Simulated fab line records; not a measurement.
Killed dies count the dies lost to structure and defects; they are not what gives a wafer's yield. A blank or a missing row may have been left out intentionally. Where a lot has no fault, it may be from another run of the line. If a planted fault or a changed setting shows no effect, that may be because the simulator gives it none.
Split-lot experiment :: flow n5 finfet :: 21 wafers read from 7 lots, route of 1938 steps

ON THE SPLIT
At N5_BEOL_M1_TRENCH_ETCH_37 (etches SiOC in C4F6/O2, target depth 55.207 nm, time 29 s), the setting time s was moved away from the recipe's 29 s on 5 of the 21 wafers read, by -21.2% to +10.8%. For the rest of the wafers, this setting stayed at what the recipe calls for.

FROM THE SPLIT TO THE READING: what the file shows between them, 2 steps
- N5_BEOL_M1_ETCH_41: etches SiCN in CH3F/O2, target depth 31.9 nm, time 57.8 s
- N5_BEOL_M1_STRIP_97: strips in N2/H2, time 10 s

THE READING
trench depth nm, in nm, at N5_BEOL_M1_OCD_MEAS_38. On this fab line, fault-free wafers typically give 54.8 nm with a standard deviation of 1.1 nm.

wafer: L078.3
tool, chamber at the split: rie diel-02, 3
time s as run, s: 23.6
against the recipe: -18.6%
trench depth nm, nm: 44.2
against lot-mates on the recipe: -9.5

wafer: L078.4
tool, chamber at the split: rie diel-02, 2
time s as run, s: 29
against the recipe: recipe
trench depth nm, nm: 53.7
against lot-mates on the recipe: -

wafer: L078.5
tool, chamber at the split: rie diel-02, 2
time s as run, s: 29
against the recipe: recipe
trench depth nm, nm: 53.8
against lot-mates on the recipe: -

wafer: L080.1
tool, chamber at the split: rie diel-06, 3
time s as run, s: 29
against the recipe: recipe
trench depth nm, nm: 57.1
against lot-mates on the recipe: -

wafer: L080.3
tool, chamber at the split: rie diel-06, 0
time s as run, s: 29
against the recipe: recipe
trench depth nm, nm: 54.5
against lot-mates on the recipe: -

wafer: L080.6
tool, chamber at the split: rie diel-06, 1
time s as run, s: 29
against the recipe: recipe
trench depth nm, nm: 55.3
against lot-mates on the recipe: -

wafer: L081.1
tool, chamber at the split: rie diel-06, 1
time s as run, s: 32.14
against the recipe: +10.8%
trench depth nm, nm: 59.9
against lot-mates on the recipe: +4.5

wafer: L081.2
tool, chamber at the split: rie diel-06, 2
time s as run, s: 29
against the recipe: recipe
trench depth nm, nm: 55.4
against lot-mates on the recipe: -

wafer: L081.3
tool, chamber at the split: rie diel-06, 3
time s as run, s: 32.14
against the recipe: +10.8%
trench depth nm, nm: 63.2
against lot-mates on the recipe: +7.8

wafer: L083.2
tool, chamber at the split: rie diel-01, 1
time s as run, s: 29
against the recipe: recipe
trench depth nm, nm: 55.1
against lot-mates on the recipe: -

wafer: L083.3
tool, chamber at the split: rie diel-01, 0
time s as run, s: 29
against the recipe: recipe
trench depth nm, nm: 56.0
against lot-mates on the recipe: -

wafer: L083.5
tool, chamber at the split: rie diel-01, 0
time s as run, s: 29
against the recipe: recipe
trench depth nm, nm: 55.7
against lot-mates on the recipe: -

wafer: L089.2
tool, chamber at the split: rie diel-02, 3
time s as run, s: 25.94
against the recipe: -10.6%
trench depth nm, nm: 46.7
against lot-mates on the recipe: -7.5

wafer: L089.4
tool, chamber at the split: rie diel-02, 2
time s as run, s: 29
against the recipe: recipe
trench depth nm, nm: 53.5
against lot-mates on the recipe: -

wafer: L089.6
tool, chamber at the split: rie diel-02, 1
time s as run, s: 29
against the recipe: recipe
trench depth nm, nm: 55.0
against lot-mates on the recipe: -

wafer: L090.2
tool, chamber at the split: rie diel-02, 1
time s as run, s: 29
against the recipe: recipe
trench depth nm, nm: 53.9
against lot-mates on the recipe: -

wafer: L090.3
tool, chamber at the split: rie diel-02, 3
time s as run, s: 29
against the recipe: recipe
trench depth nm, nm: 52.2
against lot-mates on the recipe: -

wafer: L090.5
tool, chamber at the split: rie diel-02, 1
time s as run, s: 29
against the recipe: recipe
trench depth nm, nm: 54.4
against lot-mates on the recipe: -

wafer: L096.2
tool, chamber at the split: rie diel-02, 0
time s as run, s: 29
against the recipe: recipe
trench depth nm, nm: 56.0
against lot-mates on the recipe: -

wafer: L096.3
tool, chamber at the split: rie diel-02, 1
time s as run, s: 29
against the recipe: recipe
trench depth nm, nm: 54.3
against lot-mates on the recipe: -

wafer: L096.4
tool, chamber at the split: rie diel-02, 2
time s as run, s: 22.84
against the recipe: -21.2%
trench depth nm, nm: 42.3
against lot-mates on the recipe: -12.9

THE FIT
A straight line over all 21 wafers: trench depth nm changes by +0.606 nm for each +1% of time s; r = +0.96; the points scatter about the line by 1.3 nm.
The same after taking each lot's own level away (the mean of its wafers on the recipe; 21 wafers): +0.579 nm for each +1%; r = +0.98; scatter 0.99 nm.
Per that fit: largest time s move, reading shift of 12 nm.
The lots' own levels span 53.50 to 55.63 nm, that is 1.9 times the standard deviation above.
The two slopes agree, so the slope changes little with the lot-to-lot level.
Check: -12 nm against its lot-mates is what the line predicts for one of the wafers moved furthest among these (-21.2%) when that wafer is left out of the fit. Against them it came out at -12.9 nm.

FURTHER SPLITS ON THESE WAFERS
Before the reading, these wafers also passed through other splits. Each is held against what the fit with the lots' levels taken away leaves over:
other split on the same wafers: N5_GATE_CUT_DESCUM_18 time s
wafers away from the commonest value: 5
r with trench depth nm (lot level and that fit taken away): -0.15

other split on the same wafers: N5_GATE_CUT_CUT_ETCH_54 icp w
wafers away from the commonest value: 10
r with trench depth nm (lot level and that fit taken away): -0.10

other split on the same wafers: N5_MOL_CONTACT_COAG_PECVD_31 time s
wafers away from the commonest value: 9
r with trench depth nm (lot level and that fit taken away): +0.21

other split on the same wafers: N5_MOL_CONTACT_COAG_COAT_77 spin rpm
wafers away from the commonest value: 5
r with trench depth nm (lot level and that fit taken away): -0.25

other split on the same wafers: N5_BEOL_M0_SAQP_COAT_105 spin rpm
wafers away from the commonest value: 5
r with trench depth nm (lot level and that fit taken away): -0.02

other split on the same wafers: N5_BEOL_M0_SAQP_COAT_87 spin rpm
wafers away from the commonest value: 7
r with trench depth nm (lot level and that fit taken away): +0.01

other split on the same wafers: N5_BEOL_M1_VIA_ETCH_34 time s
wafers away from the commonest value: 9
r with trench depth nm (lot level and that fit taken away): +0.28

THE WHOLE CHAIN: every reading that the file lists as answering this split, in the file's order
step: N5_BEOL_M1_TRENCH_ETCH_37
what it does: etches SiOC in C4F6/O2, target depth 55.207 nm, time 29 s
reading: etch.depth nm (the simulator's own value, which no gauge read)
change (the file's fit): +0.6 nm for each +1% of the setting
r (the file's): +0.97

step: N5_BEOL_M1_TRENCH_ETCH_37
what it does: etches SiOC in C4F6/O2, target depth 55.207 nm, time 29 s
reading: BEOL_M1.feature depth nm (the simulator's own value, which no gauge read)
change (the file's fit): +0.599 nm for each +1% of the setting
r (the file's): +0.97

step: N5_BEOL_M1_OCD_MEAS_38
what it does: 
reading: trench depth nm
change (the file's fit): +0.583 nm for each +1% of the setting
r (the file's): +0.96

THE FILE'S OWN FIT
trench depth nm changes by +0.583 nm for each +1% of time s, r = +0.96.
